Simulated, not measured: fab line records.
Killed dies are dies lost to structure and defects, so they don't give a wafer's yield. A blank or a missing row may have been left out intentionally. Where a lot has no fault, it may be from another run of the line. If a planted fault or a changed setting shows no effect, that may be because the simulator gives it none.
The tool behind it: which one? ; flow n5 finfet ; Sampling: 12 lots, 35 wafers, 4 of 1938 route steps

== WHAT THE GAUGES SHOWED, per wafer ==
N5_PASSIVATION_OVL_MEAS_60. Usual: TV_OVL typically reads 1 nm, with standard deviation 5.5.
lot;measured;on;TV_OVL (nm);flag
L929;day 11 23:03;overlay-01;3 -1 4;
L930;day 12 07:32;overlay-01;4 -1 -1;
L931;day 13 05:07;overlay-01;4 -1;
L933;day 13 07:55;overlay-01;4 2 2;
L932;day 13 05:04;overlay-02;7 -7 1;
L935;day 13 23:15;overlay-02;-9 -10 -4;
L936;day 14 01:00;overlay-01;7 -6 1;
L938;day 14 01:33;overlay-02;-2 2 -1;
L937;day 15 06:44;overlay-02;7 2 13;
L942;day 16 12:26;overlay-01;7 9 8;
L943;day 16 05:44;overlay-01;-3 2 -4;
L952;day 18 04:15;overlay-02;2 -7 -3;

== WHAT TOOL EACH LOT RAN ON (gives the tool, then ch and the chambers of the sampled wafers, and finally the start) ==
lot;N5_BEOL_M6_ECD_50;N5_BEOL_M15_PRE_CLEAN_42;N5_BEOL_M15_CMP_49
L929;ecd cu-01 ch 0,1, day 8 15:34;pvd sputter-02, day 11 13:27;cmp-03 ch 0,1,3, day 11 14:25
L930;ecd cu-01 ch 0,1, day 8 21:50;pvd sputter-01, day 11 18:07;cmp-02 ch 0,1, day 11 18:58
L931;ecd cu-01 ch 0, day 9 13:50;pvd sputter-01, day 12 20:40;cmp-03 ch 1,2, day 12 21:38
L933;ecd cu-01 ch 0,1, day 9 17:01;pvd sputter-03, day 12 22:44;cmp-03 ch 0,2, day 12 23:35
L932;ecd cu-01 ch 0,1, day 9 17:10;pvd sputter-02, day 12 16:21;cmp-02 ch 0,2, day 12 18:12
L935;ecd cu-01 ch 0,1, day 10 16:13;pvd sputter-03, day 13 13:03;cmp-03 ch 0,1,2, day 13 13:59
L936;ecd cu-02 ch 0,1, day 11 00:59;pvd sputter-03, day 13 15:59;cmp-01 ch 0,1,2, day 13 16:50
L938;ecd cu-01 ch 0,1, day 11 03:37;pvd sputter-03, day 13 18:53;cmp-03 ch 0,1,2, day 13 19:46
L937;ecd cu-01 ch 0,1, day 11 15:02;pvd sputter-01, day 14 19:46;cmp-02 ch 0,2,3, day 14 20:53
L942;ecd cu-01 ch 0,1, day 12 16:43;pvd sputter-01, day 16 03:28;cmp-02 ch 1,3, day 16 04:22
L943;ecd cu-01 ch 0,1, day 12 16:54;pvd sputter-02, day 15 18:20;cmp-01 ch 0,1,2, day 15 19:14
L952;ecd cu-02 ch 0,1, day 15 06:32;pvd sputter-01, day 17 21:40;cmp-03 ch 0,3, day 17 22:32
- N5_BEOL_M6_ECD_50: material Cu, target thk 300 nm.
- N5_BEOL_M15_PRE_CLEAN_42: time 30 s.
- N5_BEOL_M15_CMP_49: polishes, stops on SiO2, t overpolish 4.9 s, target thk 850 nm.

== AS READ BY THE TOOLS THEMSELVES (means over the sampled wafers that have a number; for cases with no such wafer, the mark the record gives instead) ==
N5_BEOL_M15_PRE_CLEAN_42. Usual: heater power w at 451 W, with a standard deviation of 46.
lot;tool;heater power w (W);flag
L929;pvd sputter-02;440;
L930;pvd sputter-01;465;
L931;pvd sputter-01;468;
L933;pvd sputter-03;454;
L932;pvd sputter-02;440;
L935;pvd sputter-03;459;
L936;pvd sputter-03;464;
L938;pvd sputter-03;442;
L937;pvd sputter-01;478;
L942;pvd sputter-01;469;
L943;pvd sputter-02;443;
L952;pvd sputter-01;448;

N5_BEOL_M15_CMP_49. Usual: barrier field endpoint s 11.5 s, standard deviation 0.32; motor current A 7.9 A, standard deviation 1; overpolish run s 4.899 s, standard deviation 0.0096; slurry filter dp kPa 13.51 kPa, standard deviation 0.14.
lot;tool;barrier field endpoint s (s);motor current A (A);overpolish run s (s);slurry filter dp kPa (kPa);flag
L929;cmp-03;11.2;7.4;4.901;13.40;
L930;cmp-02;11.4;7.9;4.891;13.50;
L931;cmp-03;11.0;9.1;4.892;13.62;
L933;cmp-03;11.6;8.9;4.893;13.57;
L932;cmp-02;11.4;7.8;4.894;13.52;
L935;cmp-03;11.8;8.5;4.901;13.35;
L936;cmp-01;11.6;7.3;4.912;13.53;
L938;cmp-03;11.8;8.5;4.885;13.35;
L937;cmp-02;11.6;7.9;4.893;13.40;
L942;cmp-02;11.5;8.2;4.908;13.45;
L943;cmp-01;11.3;7.2;4.903;13.49;
L952;cmp-03;11.6;7.4;4.900;13.54;

== THE ANSWER, worked out from the rows above alone ==
Rule: a lot is off if the mean of its wafers that have a number lies more than 3 standard deviations from the usual mean. Also off: a lot with no number at a reading for which 4 or more lots have one. Where the step has rows for the other lots, those lots are counted as sound. The gauges are gone through in route order, then the tools' own readings, and for those a lot's mean is taken as printed above. The first step at which some lot is off is used, and at that step the reading that is off furthest; a lot without a number counts as furthest.
No lot is off at any reading shown: from this, nothing can be told.

== WHAT THE SIMULATOR HAD INSERTED ==
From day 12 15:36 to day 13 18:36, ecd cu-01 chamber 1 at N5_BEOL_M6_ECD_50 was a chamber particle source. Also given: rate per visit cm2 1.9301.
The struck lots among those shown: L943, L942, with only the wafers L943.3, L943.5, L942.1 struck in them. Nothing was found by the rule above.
